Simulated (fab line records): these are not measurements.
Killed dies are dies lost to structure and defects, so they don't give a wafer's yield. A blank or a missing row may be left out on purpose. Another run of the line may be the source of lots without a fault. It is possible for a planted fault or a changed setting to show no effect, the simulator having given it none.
Struck lot and sound lot, side by side ; flow n5_finfet ; 18 steps out of a route of 1938
Sound: the wafers L784.3, L784.4, L784.6. Wafers L791.1, L791.4, L791.5 were the ones struck. The cause comes at the end.
For every step that has rows: the tool of each side, followed by ch and its chambers, followed by its first start. Under that, the readings that differ: sound wafers ; struck wafers ; difference of the means ; sigmas: that difference in standard deviations of wafers without a fault.
alike: readings whose means differ by less than 2 such deviations, and words and numbers that are the same on both sides. not compared: withheld readings, readings that some wafer has no value for, bounds like >300 that may hide the same value, and numbers for which the record gives no deviation and whose values overlap.
Wherever a step has rows on one side only, a row that says differs or no value, or a row with sigmas, the two part there. Numbers that don't overlap but have no deviation are shown without sigmas and don't part them. Lack of a reading on every wafer of one side parts them only where that side has two or more wafers.

first, 9 steps without rows for these wafers: N5_FIN_CUT_COAT_02 (resist thk 30 nm); N5_FIN_CUT_EBR_04; N5_FIN_CUT_SOFTBAKE_03 (time 60 s); N5_FIN_CUT_EXPOSE_05 (exposes mask FIN CUT); N5_FIN_CUT_PEB_06 (peb time 60 s); N5_FIN_CUT_DEVELOP_07 (develop time 30 s); N5_FIN_CUT_DESCUM_13 (chemistry O2, time 7 s); N5_FIN_CUT_ETCH_30 (etches underlayer in N2/H2, target depth 13 nm, time 10.4 s); N5_FIN_CUT_ETCH_20 (etches SiARC in CF4, target depth 26 nm, time 43.3 s).
N5_FIN_CUT_ETCH_21: etches SOC in N2/H2, target depth 219 nm, overetch 43.8 nm, time 523.5 s.
  sound on rie_diel-02 ch 2,3, day 4 10:49; struck on rie_diel-02 ch 0,1, day 6 03:39
  no value came back on the struck wafers for any of 8 readings (bias_w (W), chamber_pressure_mTorr (mTorr) and others); on the sound wafers bias_w (W) reads 60.73 60.74 61.03
reading;sound;struck;difference;sigmas
model.underlayer_of_FIN_CUT_COAT_29.thk_nm (nm);0 0 0;9.2 9.2 9.2;+9.2;
model.SiARC_of_FIN_CUT_COAT_19.thk_nm (nm);12 12 11.8;20 20 20;+8;
  not compared: rf_hours_counter_h
then, 4 steps without rows for these wafers: N5_FIN_CUT_STRIP_23 (strips in N2/H2); N5_FIN_CUT_STRIP_31 (strips in N2/H2); N5_FIN_CUT_STRIP_24 (strips in CF4); N5_FIN_CUT_CUT_ETCH_26 (etches SiNx in CH3F/O2, target depth 39 nm, time 55.7 s).
N5_FIN_CUT_CUT_ETCH_27: etches SiO2 in CHF3/O2, target depth 4 nm, overetch 2 nm, time 4.9 s.
  sound on rie_diel-02 ch 2,3, day 4 11:13; struck on rie_diel-02 ch 0,1, day 6 04:02
reading;sound;struck;difference;sigmas
oes_product_au (a.u.);0.58 0.58 0.73;0.32 0.30 0.30;-0.32;-6
  alike: CHF3_flow_sccm, O2_flow_sccm, drypump_motor_current_A, rf_fwd_power_W, rf_vpp_V, showerhead_plenum_p_Torr, throttle_valve_pct
  not compared: rf_hours_counter_h
then, 1 step without rows for these wafers: N5_FIN_CUT_PRECLEAN_35 (cleans in vHF, time 13.3 s).
N5_BEOL_M4_RC_MEAS_101:
  the record has rows for the sound wafers here (prober-01 ch 0, day 13 22:16) and none for the struck ones
-- a jump in the record: the struck wafers' starts before and after are 14 days apart (it breaks off in module BEOL_M4 and resumes in module PASSIVATION, where the first step shown is number 1936 of the route) --
N5_PASSIVATION_PROBE_49:
  sound on prober-02, day 18 00:14; struck on prober-01, day 20 00:56
reading;sound;struck;difference;sigmas
defect_limited_yield (%);90.8 90.1 91.1;0 0 0;-91;-65
killed_at_front_end;33 37 52;1129 1117 1130;+1085;+99
killed_dies;109 117 105;1180 1180 1180;+1070;+63
killed_on_rim;20 22 13;152 152 152;+134;+31
sort_bin_5_function (%);5.9 6.9 4.7;97.7 96.7 97.0;+91.3;+94
sort_n_pass;1071 1063 1075;0 0 0;-1070;-63
sort_yield_pct (%);90.8 90.1 91.1;0 0 0;-91;-65
  alike: killed_at_M0_to_M3, killed_at_M4_up, killed_at_contacts, killed_at_other, killed_open, killed_short, sort_bin_6_memory

WHERE THEY PART
At N5_FIN_CUT_ETCH_21 first; at N5_PASSIVATION_PROBE_49 last (within this record only).

WHY: the cause the simulator had injected
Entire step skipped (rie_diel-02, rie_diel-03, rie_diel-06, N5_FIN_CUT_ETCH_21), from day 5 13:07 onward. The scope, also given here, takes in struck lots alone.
